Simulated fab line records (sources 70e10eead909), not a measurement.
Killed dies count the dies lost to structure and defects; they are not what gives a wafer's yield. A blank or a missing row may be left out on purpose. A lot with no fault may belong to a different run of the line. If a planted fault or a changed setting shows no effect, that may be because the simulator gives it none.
fab line records -- flow nand-harc
record: lots: 24, wafers: 72, last-day: 24
route steps=1159 shown A_M0@1006 A_M1@1039
lots untouched by any fault: they come from a run of this same line in which no faults occurred
start-h: start of the lot's first displayed wafer, in hours after the record's first day -- wait-h: time in hours since the lot's previous step -- " repeats the value in the row above -- L1.1+2: a single row standing in for several wafers -- - value missing, or start not given -- * or withheld: withheld -- < > ~ a bound
route shown NAME@n: a module of which the file shows steps, and the number in the route of the first -- usual: the fault-free wafers' mean and standard deviation -- same: alike in all rows -- chamber/n: place in a boat -- sites: the reading at each site -- _std_site: standard deviation across them -- _edge_site: mean of outer sites minus mean of inner sites -- radius-mm: how far each site lies from the wafer's centre -- mask NAME#n: copy n -- behind: tool/chamber where the wafer was last shaped -- hold: cause of the lot's hold/its duration in hours/its outcome -- device: names the non-switching transistor (n, p or np) -- end of line: the route-end tests of the same wafers -- where a step has no rows: the recipe by itself -- killed: not the wafer's yield, but the dies lost to structure and defects at the first sort -- map: per-die view of a wafer (x killed, . not killed, _ where there is no die)
set.NAME: the setting the step ran with; set.NAME@STEP: the setting that earlier step ran with -- model.NAME: the simulator's own value behind a step, which no gauge read
route steps across a sampled set of lots; one table per step, one row per wafer
services: from which hour (start-h, from the record's first day; less than 0 if before it) a tool's chamber was out of use, for how many hours, and why
== steps ==
step: NHARC_A_M0_INSPECT_11
usual: raw-defect-count: 30/15
lot.wafer,tool,chamber,start-h,wait-h,raw-defect-count
L074.1,defect-inspect-02,-,405.40,0.0,20
L074.2,defect-inspect-02,-,405.40,0.0,17
L074.5,defect-inspect-02,-,405.40,0.0,24
L077.3,defect-inspect-02,-,415.88,0.0,7
L077.4,defect-inspect-02,-,415.88,0.0,5
L077.6,defect-inspect-02,-,415.88,0.0,7
L075.2,defect-inspect-02,-,416.10,0.0,32
L075.3,defect-inspect-02,-,416.10,0.0,41
L075.5,defect-inspect-02,-,416.10,0.0,36
L078.2,defect-inspect-02,-,419.30,0.0,42
L078.3,defect-inspect-02,-,419.30,0.0,34
L078.5,defect-inspect-02,-,419.30,0.0,44
L076.2,defect-inspect-02,-,420.51,0.0,26
L076.4,defect-inspect-02,-,420.51,0.0,19
L076.5,defect-inspect-02,-,420.51,0.0,10
L079.2,defect-inspect-02,-,441.89,0.0,23
L079.3,defect-inspect-02,-,441.89,0.0,22
L079.6,defect-inspect-02,-,441.89,0.0,30
L080.2,defect-inspect-01,-,442.82,0.0,35
L080.4,defect-inspect-01,-,442.82,0.0,26
L080.6,defect-inspect-01,-,442.82,0.0,31
L081.1,defect-inspect-02,-,446.39,0.0,7
L081.2,defect-inspect-02,-,446.39,0.0,8
L081.4,defect-inspect-02,-,446.39,0.0,9
L082.1,defect-inspect-01,-,447.87,0.0,23
L082.3,defect-inspect-01,-,447.87,0.0,21
L082.5,defect-inspect-01,-,447.87,0.0,21
L083.1,defect-inspect-02,-,448.25,0.1,36
L083.3,defect-inspect-02,-,448.25,0.1,25
L083.5,defect-inspect-02,-,448.25,0.1,28
L084.1,defect-inspect-01,-,450.96,0.0,30
L084.2,defect-inspect-01,-,450.96,0.0,26
L084.6,defect-inspect-01,-,450.96,0.0,29
L085.1,defect-inspect-02,-,465.85,0.0,14
L085.4,defect-inspect-02,-,465.85,0.0,15
L085.5,defect-inspect-02,-,465.85,0.0,22
L087.2,defect-inspect-02,-,466.99,0.0,25
L087.4,defect-inspect-02,-,466.99,0.0,27
L087.5,defect-inspect-02,-,466.99,0.0,30
L086.1,defect-inspect-02,-,470.29,0.0,37
L086.4,defect-inspect-02,-,470.29,0.0,33
L086.6,defect-inspect-02,-,470.29,0.0,27
L090.1,defect-inspect-02,-,486.97,0.0,15
L090.3,defect-inspect-02,-,486.97,0.0,9
L090.6,defect-inspect-02,-,486.97,0.0,16
L088.2,defect-inspect-02,-,497.04,0.0,62
L088.3,defect-inspect-02,-,497.04,0.0,60
L088.6,defect-inspect-02,-,497.04,0.0,58
L093.1,defect-inspect-02,-,497.83,0.1,13
L093.2,defect-inspect-02,-,497.83,0.1,15
L093.6,defect-inspect-02,-,497.83,0.1,21
L089.1,defect-inspect-02,-,503.86,0.0,32
L089.2,defect-inspect-02,-,503.86,0.0,40
L089.5,defect-inspect-02,-,503.86,0.0,38
L091.1,defect-inspect-02,-,508.18,0.0,44
L091.4,defect-inspect-02,-,508.18,0.0,45
L091.6,defect-inspect-02,-,508.18,0.0,54
L092.1,defect-inspect-02,-,510.13,0.0,71
L092.3,defect-inspect-02,-,510.13,0.0,61
L092.4,defect-inspect-02,-,510.13,0.0,35
L094.1,defect-inspect-02,-,518.02,0.0,25
L094.4,defect-inspect-02,-,518.02,0.0,41
L094.6,defect-inspect-02,-,518.02,0.0,24
L096.2,defect-inspect-02,-,518.70,0.0,33
L096.4,defect-inspect-02,-,518.70,0.0,50
L096.5,defect-inspect-02,-,518.70,0.0,41
L097.2,defect-inspect-02,-,520.87,0.0,45
L097.4,defect-inspect-02,-,520.87,0.0,44
L097.6,defect-inspect-02,-,520.87,0.0,49
L095.1,defect-inspect-02,-,532.63,0.0,18
L095.3,defect-inspect-02,-,532.63,0.0,16
L095.6,defect-inspect-02,-,532.63,0.0,14
step: NHARC_A_M0_DEGAS_28
recipe: temp-c: 250, time-s: 60
usual: heater-power-w: 341/31
lot.wafer,tool,chamber,start-h,wait-h,heater-power-w
L074.2,pvd-sputter-01,-,406.42,-,302
L074.1,pvd-sputter-01,-,406.42,-,337
L074.5,pvd-sputter-01,-,406.42,-,337
L077.3,pvd-sputter-03,-,416.87,-,329
L077.4,pvd-sputter-03,-,416.87,-,315
L077.6,pvd-sputter-03,-,416.87,-,353
L075.2,pvd-sputter-01,-,417.11,-,299
L075.3,pvd-sputter-01,-,417.11,-,344
L075.5,pvd-sputter-01,-,417.11,-,302
L078.3,pvd-sputter-02,-,420.29,-,331
L078.2,pvd-sputter-02,-,420.29,-,356
L078.5,pvd-sputter-02,-,420.29,-,396
L076.4,pvd-sputter-01,-,421.49,-,398
L076.2,pvd-sputter-01,-,421.49,-,337
L076.5,pvd-sputter-01,-,421.49,-,394
L079.2,pvd-sputter-02,-,442.88,-,377
L079.3,pvd-sputter-02,-,442.88,-,336
L079.6,pvd-sputter-02,-,442.88,-,382
L080.2,pvd-sputter-03,-,443.85,-,333
L080.4,pvd-sputter-03,-,443.85,-,317
L080.6,pvd-sputter-03,-,443.85,-,324
L081.2,pvd-sputter-03,-,447.42,-,334
L081.4,pvd-sputter-03,-,447.42,-,342
L081.1,pvd-sputter-03,-,447.42,-,310
L082.3,pvd-sputter-02,-,448.94,-,357
L082.1,pvd-sputter-02,-,448.94,-,333
L082.5,pvd-sputter-02,-,448.94,-,381
L083.3,pvd-sputter-01,-,449.24,-,339
L083.1,pvd-sputter-01,-,449.24,-,410
L083.5,pvd-sputter-01,-,449.24,-,323
L084.1,pvd-sputter-01,-,451.94,-,295
L084.2,pvd-sputter-01,-,451.94,-,395
L084.6,pvd-sputter-01,-,451.94,-,296
L085.1,pvd-sputter-02,-,466.88,-,300
L085.4,pvd-sputter-02,-,466.88,-,357
L085.5,pvd-sputter-02,-,466.88,-,383
L087.2,pvd-sputter-02,-,468.02,-,361
L087.4,pvd-sputter-02,-,468.02,-,395
L087.5,pvd-sputter-02,-,468.02,-,368
L086.1,pvd-sputter-02,-,471.30,-,295
L086.4,pvd-sputter-02,-,471.30,-,360
L086.6,pvd-sputter-02,-,471.30,-,389
L090.1,pvd-sputter-03,-,487.97,-,324
L090.3,pvd-sputter-03,-,487.97,-,330
L090.6,pvd-sputter-03,-,487.97,-,348
L088.2,pvd-sputter-01,-,498.03,-,407
L088.3,pvd-sputter-01,-,498.03,-,328
L088.6,pvd-sputter-01,-,498.03,-,299
L093.2,pvd-sputter-01,-,498.81,-,403
L093.1,pvd-sputter-01,-,498.81,-,315
L093.6,pvd-sputter-01,-,498.81,-,324
L089.2,pvd-sputter-02,-,504.84,-,390
L089.1,pvd-sputter-02,-,504.84,-,301
L089.5,pvd-sputter-02,-,504.84,-,386
L091.1,pvd-sputter-02,-,509.17,-,302
L091.4,pvd-sputter-02,-,509.17,-,360
L091.6,pvd-sputter-02,-,509.17,-,299
L092.4,pvd-sputter-02,-,511.12,-,387
L092.3,pvd-sputter-02,-,511.12,-,327
L092.1,pvd-sputter-02,-,511.12,-,361
L094.4,pvd-sputter-02,-,519.00,-,302
L094.1,pvd-sputter-02,-,519.00,-,393
L094.6,pvd-sputter-02,-,519.00,-,304
L096.2,pvd-sputter-03,-,519.72,-,328
L096.4,pvd-sputter-03,-,519.72,-,322
L096.5,pvd-sputter-03,-,519.72,-,346
L097.2,pvd-sputter-03,-,521.85,-,356
L097.4,pvd-sputter-03,-,521.85,-,321
L097.6,pvd-sputter-03,-,521.85,-,366
L095.3,pvd-sputter-03,-,533.68,-,353
L095.1,pvd-sputter-03,-,533.68,-,330
L095.6,pvd-sputter-03,-,533.68,-,346
step: NHARC_A_M0_PRE_CLEAN_29
recipe: time-s: 30, temp-c: 280, gas: H2/He
usual: heater-power-w: 420/38
lot.wafer,tool,chamber,start-h,wait-h,heater-power-w
L074.1,pvd-sputter-01,-,-,-,486
L074.2,pvd-sputter-01,-,-,-,390
L074.5,pvd-sputter-01,-,-,-,370
L077.4,pvd-sputter-03,-,-,-,415
L077.3,pvd-sputter-03,-,-,-,429
L077.6,pvd-sputter-03,-,-,-,384
L075.2,pvd-sputter-01,-,-,-,496
L075.3,pvd-sputter-01,-,-,-,368
L075.5,pvd-sputter-01,-,-,-,475
L078.3,pvd-sputter-02,-,-,-,368
L078.2,pvd-sputter-02,-,-,-,408
L078.5,pvd-sputter-02,-,-,-,441
L076.4,pvd-sputter-01,-,-,-,504
L076.2,pvd-sputter-01,-,-,-,369
L076.5,pvd-sputter-01,-,-,-,486
L079.3,pvd-sputter-02,-,-,-,438
L079.2,pvd-sputter-02,-,-,-,474
L079.6,pvd-sputter-02,-,-,-,487
L080.2,pvd-sputter-03,-,-,-,433
L080.4,pvd-sputter-03,-,-,-,424
L080.6,pvd-sputter-03,-,-,-,430
L081.4,pvd-sputter-03,-,-,-,424
L081.2,pvd-sputter-03,-,-,-,412
L081.1,pvd-sputter-03,-,-,-,373
L082.1,pvd-sputter-02,-,-,-,424
L082.3,pvd-sputter-02,-,-,-,363
L082.5,pvd-sputter-02,-,-,-,405
L083.1,pvd-sputter-01,-,-,-,497
L083.3,pvd-sputter-01,-,-,-,366
L083.5,pvd-sputter-01,-,-,-,398
L084.2,pvd-sputter-01,-,-,-,408
L084.1,pvd-sputter-01,-,-,-,364
L084.6,pvd-sputter-01,-,-,-,396
L085.4,pvd-sputter-02,-,-,-,476
L085.1,pvd-sputter-02,-,-,-,370
L085.5,pvd-sputter-02,-,-,-,460
L087.2,pvd-sputter-02,-,-,-,447
L087.4,pvd-sputter-02,-,-,-,480
L087.5,pvd-sputter-02,-,-,-,438
L086.1,pvd-sputter-02,-,-,-,444
L086.4,pvd-sputter-02,-,-,-,484
L086.6,pvd-sputter-02,-,-,-,418
L090.3,pvd-sputter-03,-,-,-,425
L090.1,pvd-sputter-03,-,-,-,432
L090.6,pvd-sputter-03,-,-,-,418
L088.2,pvd-sputter-01,-,-,-,360
L088.3,pvd-sputter-01,-,-,-,412
L088.6,pvd-sputter-01,-,-,-,492
L093.1,pvd-sputter-01,-,-,-,491
L093.2,pvd-sputter-01,-,-,-,397
L093.6,pvd-sputter-01,-,-,-,366
L089.1,pvd-sputter-02,-,-,-,428
L089.2,pvd-sputter-02,-,-,-,364
L089.5,pvd-sputter-02,-,-,-,480
L091.4,pvd-sputter-02,-,-,-,411
L091.1,pvd-sputter-02,-,-,-,444
L091.6,pvd-sputter-02,-,-,-,362
L092.3,pvd-sputter-02,-,-,-,485
L092.1,pvd-sputter-02,-,-,-,413
L092.4,pvd-sputter-02,-,-,-,373
L094.1,pvd-sputter-02,-,-,-,473
L094.4,pvd-sputter-02,-,-,-,444
L094.6,pvd-sputter-02,-,-,-,474
L096.2,pvd-sputter-03,-,-,-,405
L096.4,pvd-sputter-03,-,-,-,425
L096.5,pvd-sputter-03,-,-,-,401
L097.2,pvd-sputter-03,-,-,-,434
L097.4,pvd-sputter-03,-,-,-,430
L097.6,pvd-sputter-03,-,-,-,402
L095.1,pvd-sputter-03,-,-,-,408
L095.3,pvd-sputter-03,-,-,-,423
L095.6,pvd-sputter-03,-,-,-,406
step: NHARC_A_M0_THK_MEAS_24
recipe: thk-meas-gauge: xrf
usual: thk-nm: 114.0/1.6
lot.wafer,tool,chamber,start-h,wait-h,thk-nm
L074.1,film-metro-01,-,407.82,-,115.4
L074.2,film-metro-01,-,407.82,-,115.7
L074.5,film-metro-01,-,407.82,-,114.7
L077.3,film-metro-01,-,418.28,-,112.0
L077.4,film-metro-01,-,418.28,-,113.7
L077.6,film-metro-01,-,418.28,-,113.1
L075.2,film-metro-01,-,418.50,-,114.2
L075.3,film-metro-01,-,418.50,-,114.1
L075.5,film-metro-01,-,418.50,-,115.4
L078.2,film-metro-02,-,421.97,-,115.0
L078.3,film-metro-02,-,421.97,-,112.5
L078.5,film-metro-02,-,421.97,-,114.2
L076.2,film-metro-01,-,422.90,-,115.1
L076.4,film-metro-01,-,422.90,-,113.0
L076.5,film-metro-01,-,422.90,-,113.8
L079.2,film-metro-01,-,444.32,-,115.7
L079.3,film-metro-01,-,444.32,-,114.1
L079.6,film-metro-01,-,444.32,-,111.4
L080.2,film-metro-01,-,445.24,-,110.4
L080.4,film-metro-01,-,445.24,-,115.5
L080.6,film-metro-01,-,445.24,-,113.8
L081.1,film-metro-02,-,448.81,-,112.4
L081.2,film-metro-02,-,448.81,-,112.3
L081.4,film-metro-02,-,448.81,-,113.6
L082.1,film-metro-01,-,450.80,-,112.4
L082.3,film-metro-01,-,450.80,-,115.7
L082.5,film-metro-01,-,450.80,-,114.3
L083.1,film-metro-02,-,451.05,-,111.1
L083.3,film-metro-02,-,451.05,-,114.6
L083.5,film-metro-02,-,451.05,-,112.9
L084.1,film-metro-01,-,454.06,-,116.4
L084.2,film-metro-01,-,454.06,-,114.6
L084.6,film-metro-01,-,454.06,-,115.2
L085.1,film-metro-01,-,468.27,-,116.6
L085.4,film-metro-01,-,468.27,-,114.6
L085.5,film-metro-01,-,468.27,-,114.4
L087.2,film-metro-02,-,469.45,-,111.6
L087.4,film-metro-02,-,469.45,-,114.3
L087.5,film-metro-02,-,469.45,-,112.6
L086.1,film-metro-02,-,472.72,-,113.9
L086.4,film-metro-02,-,472.72,-,112.7
L086.6,film-metro-02,-,472.72,-,114.5
L090.1,film-metro-01,-,489.35,-,115.8
L090.3,film-metro-01,-,489.35,-,117.4
L090.6,film-metro-01,-,489.35,-,114.6
L088.2,film-metro-02,-,499.56,-,114.1
L088.3,film-metro-02,-,499.56,-,113.1
L088.6,film-metro-02,-,499.56,-,114.4
L093.1,film-metro-01,-,500.20,-,113.2
L093.2,film-metro-01,-,500.20,-,112.6
L093.6,film-metro-01,-,500.20,-,114.0
L089.1,film-metro-01,-,506.24,-,115.4
L089.2,film-metro-01,-,506.24,-,114.9
L089.5,film-metro-01,-,506.24,-,113.3
L091.1,film-metro-02,-,510.56,-,115.1
L091.4,film-metro-02,-,510.56,-,113.9
L091.6,film-metro-02,-,510.56,-,110.9
L092.1,film-metro-02,-,512.51,-,110.7
L092.3,film-metro-02,-,512.51,-,115.9
L092.4,film-metro-02,-,512.51,-,113.2
L094.1,film-metro-02,-,520.48,-,116.7
L094.4,film-metro-02,-,520.48,-,115.5
L094.6,film-metro-02,-,520.48,-,116.8
L096.2,film-metro-01,-,521.10,-,113.7
L096.4,film-metro-01,-,521.10,-,116.1
L096.5,film-metro-01,-,521.10,-,116.4
L097.2,film-metro-02,-,523.29,-,113.3
L097.4,film-metro-02,-,523.29,-,114.1
L097.6,film-metro-02,-,523.29,-,112.3
L095.1,film-metro-02,-,535.38,-,114.2
L095.3,film-metro-02,-,535.38,-,114.3
L095.6,film-metro-02,-,535.38,-,115.9
step: NHARC_A_M1_DESCUM_14
recipe: time-s: 3, o2-flow-sccm: 200, ar-flow-sccm: 0, bias-power-w: 0, chemistry: O2
usual: drypump-motor-current-A: 5.8/0.5, oes-product-au: 1.005/0.013, rf-vpp-V: 57.7/0.89, showerhead-plenum-p-Torr: 1.91/0.092, throttle-valve-pct: 11.311/0.0093
lot.wafer,tool,chamber,start-h,wait-h,drypump-motor-current-A,oes-product-au,rf-hours-counter-h,rf-vpp-V,showerhead-plenum-p-Torr,throttle-valve-pct
L074.2,rie-diel-09,3,409.42,0.1,6.0,0.993,3,57.1,1.86,11.316
L074.1,rie-diel-09,0,409.42,0.1,5.3,1.006,3,56.0,1.92,11.310
L074.5,rie-diel-09,2,409.42,0.1,5.9,1.026,-,56.6,2.04,11.310
L077.3,rie-diel-10,3,420.97,0.1,6.6,1.014,4,56.2,1.87,11.320
L077.4,rie-diel-10,1,420.97,0.1,5.3,1.013,4,58.8,1.97,11.316
L077.6,rie-diel-10,3,420.97,0.1,6.6,1.026,-,55.9,1.87,11.300
L075.3,rie-diel-09,1,421.14,0.1,5.0,0.989,4,59.0,2.06,11.321
L075.2,rie-diel-09,2,421.14,0.1,5.9,1.015,4,59.5,2.04,11.314
L075.5,rie-diel-09,1,421.14,0.1,5.0,0.988,-,57.1,2.06,11.302
L078.2,rie-diel-09,0,424.46,0.1,5.3,1.004,3,57.2,1.92,11.331
L078.3,rie-diel-09,1,424.46,0.1,5.0,0.994,4,57.2,2.06,11.316
L078.5,rie-diel-09,3,424.46,0.1,6.0,0.996,-,57.5,1.86,11.318
L076.4,rie-diel-09,0,425.16,0.1,5.3,1.004,4,57.2,1.92,11.326
L076.2,rie-diel-09,2,425.16,0.1,5.9,1.013,4,57.3,2.04,11.310
L076.5,rie-diel-09,1,425.16,0.1,5.0,0.982,-,58.4,2.06,11.315
L079.2,rie-diel-04,0,445.94,0.1,6.0,1.012,9,56.9,1.80,11.330
L079.3,rie-diel-04,2,445.94,0.1,5.1,1.018,9,57.5,1.96,11.300
L079.6,rie-diel-04,3,445.94,0.1,6.4,1.022,-,58.3,1.86,11.304
L080.4,rie-diel-04,2,446.84,0.1,5.1,1.010,9,58.0,1.96,11.304
L080.2,rie-diel-04,3,446.84,0.1,6.5,1.013,8,58.1,1.86,11.313
L080.6,rie-diel-04,2,446.84,0.1,5.1,1.017,-,58.5,1.96,11.296
L081.1,rie-diel-10,0,450.44,0.1,6.0,0.989,6,57.1,1.81,11.321
L081.4,rie-diel-10,1,450.44,0.1,5.2,1.022,6,57.7,1.97,11.314
L081.2,rie-diel-10,3,450.44,0.1,6.6,1.025,5,58.3,1.87,11.292
L082.3,rie-diel-04,0,452.59,0.1,6.0,1.014,9,57.1,1.80,11.323
L082.1,rie-diel-04,2,452.59,0.1,5.1,1.017,9,57.1,1.96,11.317
L082.5,rie-diel-04,3,452.59,0.1,6.4,1.008,-,57.4,1.86,11.324
L083.3,rie-diel-04,3,452.93,0.1,6.4,1.010,8,57.1,1.86,11.318
L083.1,rie-diel-04,1,452.93,0.1,6.1,0.992,9,58.1,1.84,11.328
L083.5,rie-diel-04,2,452.93,0.1,5.1,1.018,-,57.6,1.96,11.322
L084.2,rie-diel-04,3,455.81,0.1,6.4,1.005,8,56.5,1.86,11.308
L084.1,rie-diel-04,0,455.81,0.1,6.0,1.024,9,57.6,1.80,11.290
L084.6,rie-diel-04,0,455.81,0.1,6.0,1.023,-,56.6,1.80,11.310
L085.4,rie-diel-09,0,469.89,0.1,5.3,1.005,1,57.7,1.92,11.320
L085.1,rie-diel-09,3,469.89,0.1,6.1,1.002,1,56.8,1.86,11.311
L085.5,rie-diel-09,0,469.89,0.1,5.3,1.003,-,56.4,1.92,11.309
L087.4,rie-diel-09,1,471.08,0.1,5.0,1.002,1,57.4,2.06,11.321
L087.2,rie-diel-09,2,471.08,0.1,5.9,1.002,1,58.2,2.04,11.305
L087.5,rie-diel-09,1,471.08,0.1,5.0,1.003,-,59.0,2.06,11.303
L086.1,rie-diel-10,2,474.33,0.1,5.9,1.001,7,58.9,2.04,11.308
L086.4,rie-diel-10,1,474.33,0.1,5.2,1.000,8,54.8,1.96,11.304
L086.6,rie-diel-10,3,474.33,0.1,6.6,1.031,-,56.3,1.87,11.320
L090.1,rie-diel-09,1,491.12,0.1,5.0,1.016,1,57.5,2.06,11.326
L090.3,rie-diel-09,3,491.12,0.1,6.0,1.003,1,57.4,1.86,11.302
L090.6,rie-diel-09,1,491.12,0.1,5.0,1.013,-,59.5,2.06,11.309
L088.3,rie-diel-04,2,501.27,0.1,5.1,1.013,1,57.7,1.95,11.307
L088.2,rie-diel-04,3,501.27,0.1,6.4,1.012,2,57.3,1.86,11.297
L088.6,rie-diel-04,3,501.27,0.1,6.4,1.011,-,57.8,1.86,11.309
L093.2,rie-diel-04,0,501.95,0.1,5.9,0.999,2,57.1,1.80,11.311
L093.1,rie-diel-04,2,501.95,0.1,5.1,0.999,1,59.8,1.95,11.312
L093.6,rie-diel-04,0,501.95,0.1,6.0,1.008,-,57.2,1.80,11.304
L089.2,rie-diel-09,3,508.14,0.1,6.1,1.003,2,58.4,1.86,11.289
L089.1,rie-diel-09,1,508.14,0.1,5.0,1.016,2,57.9,2.06,11.315
L089.5,rie-diel-09,2,508.14,0.1,5.9,1.031,-,58.3,2.04,11.305
L091.1,rie-diel-09,1,512.29,0.1,5.0,1.010,2,58.4,2.06,11.318
L091.4,rie-diel-09,2,512.29,0.1,5.9,1.015,2,58.1,2.04,11.304
L091.6,rie-diel-09,0,512.29,0.1,5.3,1.005,-,57.1,1.92,11.318
L092.3,rie-diel-04,0,514.12,0.1,6.0,0.990,3,57.0,1.80,11.300
L092.4,rie-diel-04,2,514.12,0.1,5.1,1.007,3,56.8,1.95,11.315
L092.1,rie-diel-04,3,514.12,0.1,6.4,1.016,3,56.5,1.86,11.318
L094.1,rie-diel-10,3,522.56,0.1,6.6,1.038,11,58.3,1.87,11.294
L094.4,rie-diel-10,2,522.56,0.1,5.9,1.002,10,59.1,2.04,11.303
L094.6,rie-diel-10,0,522.56,0.1,6.0,0.979,-,57.1,1.81,11.308
L096.4,rie-diel-04,1,523.10,0.1,6.1,0.993,3,57.2,1.83,11.312
L096.2,rie-diel-04,3,523.10,0.1,6.4,1.011,3,56.7,1.86,11.314
L096.5,rie-diel-04,0,523.10,0.1,6.0,1.006,-,57.9,1.80,11.310
L097.2,rie-diel-04,1,524.89,0.1,6.1,0.994,3,57.8,1.83,11.314
L097.4,rie-diel-04,2,524.89,0.1,5.1,1.022,3,59.1,1.95,11.307
L097.6,rie-diel-04,0,524.89,0.1,6.0,1.011,-,57.7,1.80,11.298
L095.3,rie-diel-04,0,537.04,0.1,6.1,1.011,5,57.0,1.80,11.305
L095.1,rie-diel-04,3,537.04,0.1,6.4,1.002,4,59.2,1.86,11.305
L095.6,rie-diel-04,0,537.04,0.1,6.0,1.014,-,56.4,1.80,11.316
step: NHARC_A_M1_PVD_20
recipe: target-thk-a: 50, bias-v: 168.6, power-w: 15000, chamber-pressure-pa: 0.12, time-s: 8.06, substrate-temp-c: 50, material: TaN
usual: throttle-valve-pct: 30.0/1.2
lot.wafer,tool,chamber,start-h,wait-h,throttle-valve-pct
L074.1,pvd-sputter-02,-,-,-,28.8
L074.2,pvd-sputter-02,-,-,-,29.4
L074.5,pvd-sputter-02,-,-,-,29.6
L077.3,pvd-sputter-03,-,-,-,29.8
L077.4,pvd-sputter-03,-,-,-,27.2
L077.6,pvd-sputter-03,-,-,-,30.0
L075.3,pvd-sputter-02,-,-,-,32.1
L075.2,pvd-sputter-02,-,-,-,28.6
L075.5,pvd-sputter-02,-,-,-,30.1
L078.3,pvd-sputter-01,-,-,-,30.0
L078.2,pvd-sputter-01,-,-,-,28.9
L078.5,pvd-sputter-01,-,-,-,30.0
L076.2,pvd-sputter-03,-,-,-,30.3
L076.4,pvd-sputter-03,-,-,-,30.1
L076.5,pvd-sputter-03,-,-,-,30.2
L079.3,pvd-sputter-01,-,-,-,29.0
L079.2,pvd-sputter-01,-,-,-,29.9
L079.6,pvd-sputter-01,-,-,-,31.3
L080.4,pvd-sputter-03,-,-,-,30.0
L080.2,pvd-sputter-03,-,-,-,30.0
L080.6,pvd-sputter-03,-,-,-,30.0
L081.4,pvd-sputter-01,-,-,-,28.9
L081.1,pvd-sputter-01,-,-,-,29.9
L081.2,pvd-sputter-01,-,-,-,31.3
L082.1,pvd-sputter-03,-,-,-,27.3
L082.3,pvd-sputter-03,-,-,-,30.3
L082.5,pvd-sputter-03,-,-,-,29.8
L083.1,pvd-sputter-02,-,-,-,28.5
L083.3,pvd-sputter-02,-,-,-,29.7
L083.5,pvd-sputter-02,-,-,-,31.3
L084.1,pvd-sputter-03,-,-,-,30.4
L084.2,pvd-sputter-03,-,-,-,27.4
L084.6,pvd-sputter-03,-,-,-,27.3
L085.1,pvd-sputter-03,-,-,-,28.8
L085.4,pvd-sputter-03,-,-,-,29.3
L085.5,pvd-sputter-03,-,-,-,28.8
L087.2,pvd-sputter-01,-,-,-,31.2
L087.4,pvd-sputter-01,-,-,-,29.0
L087.5,pvd-sputter-01,-,-,-,31.0
L086.1,pvd-sputter-02,-,-,-,29.8
L086.4,pvd-sputter-02,-,-,-,32.1
L086.6,pvd-sputter-02,-,-,-,29.8
L090.3,pvd-sputter-02,-,-,-,31.3
L090.1,pvd-sputter-02,-,-,-,28.8
L090.6,pvd-sputter-02,-,-,-,31.9
L088.3,pvd-sputter-03,-,-,-,28.7
L088.2,pvd-sputter-03,-,-,-,29.1
L088.6,pvd-sputter-03,-,-,-,29.7
L093.1,pvd-sputter-02,-,-,-,30.0
L093.2,pvd-sputter-02,-,-,-,28.6
L093.6,pvd-sputter-02,-,-,-,29.9
L089.1,pvd-sputter-03,-,-,-,29.4
L089.2,pvd-sputter-03,-,-,-,30.0
L089.5,pvd-sputter-03,-,-,-,30.1
L091.1,pvd-sputter-03,-,-,-,28.8
L091.4,pvd-sputter-03,-,-,-,29.8
L091.6,pvd-sputter-03,-,-,-,29.9
L092.3,pvd-sputter-02,-,-,-,30.0
L092.4,pvd-sputter-02,-,-,-,31.9
L092.1,pvd-sputter-02,-,-,-,28.8
L094.1,pvd-sputter-02,-,-,-,28.5
L094.4,pvd-sputter-02,-,-,-,31.3
L094.6,pvd-sputter-02,-,-,-,30.1
L096.4,pvd-sputter-01,-,-,-,31.3
L096.2,pvd-sputter-01,-,-,-,31.6
L096.5,pvd-sputter-01,-,-,-,30.3
L097.2,pvd-sputter-03,-,-,-,28.4
L097.4,pvd-sputter-03,-,-,-,29.9
L097.6,pvd-sputter-03,-,-,-,29.8
L095.3,pvd-sputter-02,-,-,-,31.6
L095.1,pvd-sputter-02,-,-,-,29.7
L095.6,pvd-sputter-02,-,-,-,32.1
== services ==
tool,chamber,start-h,hours,kind
rie-diel-10,-,385.86,0.3,repair
pvd-sputter-03,-,387.14,4.8,repair
rie-diel-09,0,390.39,4.3,repair
pvd-sputter-02,-,392.00,10.0,pm
rie-diel-04,0,395.94,-,clean
rie-diel-04,1,395.94,-,clean
rie-diel-04,2,395.94,-,clean
rie-diel-04,3,395.94,-,clean
rie-diel-04,2,417.09,3.9,repair
rie-diel-04,0,420.44,-,clean
rie-diel-04,1,420.44,-,clean
rie-diel-04,3,420.44,-,clean
pvd-sputter-02,-,428.71,2.8,repair
rie-diel-09,-,431.10,9.0,pm
rie-diel-10,2,440.87,4.6,repair
rie-diel-04,0,444.94,-,clean
rie-diel-04,1,444.94,-,clean
rie-diel-04,2,444.94,-,clean
pvd-sputter-03,-,458.08,10.0,pm
rie-diel-04,-,465.90,9.0,pm
pvd-sputter-01,-,506.66,4.6,repair
pvd-sputter-01,-,514.02,10.0,pm
pvd-sputter-02,-,529.72,0.5,repair
rie-diel-10,-,530.50,9.0,pm
== key ==
fault none
